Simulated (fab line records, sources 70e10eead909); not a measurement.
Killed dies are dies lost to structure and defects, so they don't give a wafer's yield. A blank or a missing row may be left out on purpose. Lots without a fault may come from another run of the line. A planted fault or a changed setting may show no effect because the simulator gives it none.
One fault seen from 2 desks | flow nand_harc | each desk has only its own numbers; what lay behind them comes last

THE TOOL OWNER'S DESK: har_etch-01
The tool's own readings at NHARC_A_CHANNEL_HOLE_D1_ETCH_33 (etches the open film in C4F8/O2/Ar, time 90 s, target depth 400 nm): means of the sampled wafers that have a number, for each lot that ran on this tool. A lot is out of limits, marked OUT, if its mean lies more than 4 standard deviations from the usual mean; the brackets give that distance.
Columns: A = drypump_motor_current_A at NHARC_A_CHANNEL_HOLE_D1_ETCH_33, usual 5.5 A; B = showerhead_plenum_p_Torr at NHARC_A_CHANNEL_HOLE_D1_ETCH_33, usual 3.849 Torr; C = throttle_valve_pct at NHARC_A_CHANNEL_HOLE_D1_ETCH_33, usual 27.619 %
lot  | first seen here | A   | B     | C
L451 | day 9 01:46     | 5.3 | 3.863 | 27.617
L458 | day 10 20:06    | 5.6 | 3.857 | 27.611
L459 | day 11 05:09    | 5.7 | 3.855 | 27.618
L471 | day 14 16:41    | 5.4 | 3.839 | 27.620
This desk's finding: nothing out of limits on any of the 4 lots.

THE DEFECT DESK
What the inspections along the route counted, lot by lot: means of the sampled wafers that have a number. A lot is out of limits, marked OUT, if its mean lies more than 4 standard deviations from the usual mean; the brackets give that distance.
Columns: A = raw_defect_count at NHARC_A_CHANNEL_HOLE_D1_INSPECT_40, usual 59
lot  | first seen here | A
L448 | day 8 10:00     | 53
L449 | day 8 23:07     | 45
L451 | day 9 03:28     | 52
L458 | day 11 02:33    | 64
L459 | day 11 11:00    | 79
L463 | day 12 04:20    | 74
L464 | day 12 13:14    | 42
L466 | day 12 17:26    | 50
L468 | day 13 16:44    | 49
L469 | day 13 23:16    | 42
L470 | day 14 03:26    | 55
L471 | day 14 18:22    | 39
This desk's finding: nothing out of limits on any of the 12 lots.

PUT TOGETHER
The tool owner's desk saw nothing out of limits.
The defect desk saw nothing out of limits.

WHAT THE SIMULATOR HAD PUT IN
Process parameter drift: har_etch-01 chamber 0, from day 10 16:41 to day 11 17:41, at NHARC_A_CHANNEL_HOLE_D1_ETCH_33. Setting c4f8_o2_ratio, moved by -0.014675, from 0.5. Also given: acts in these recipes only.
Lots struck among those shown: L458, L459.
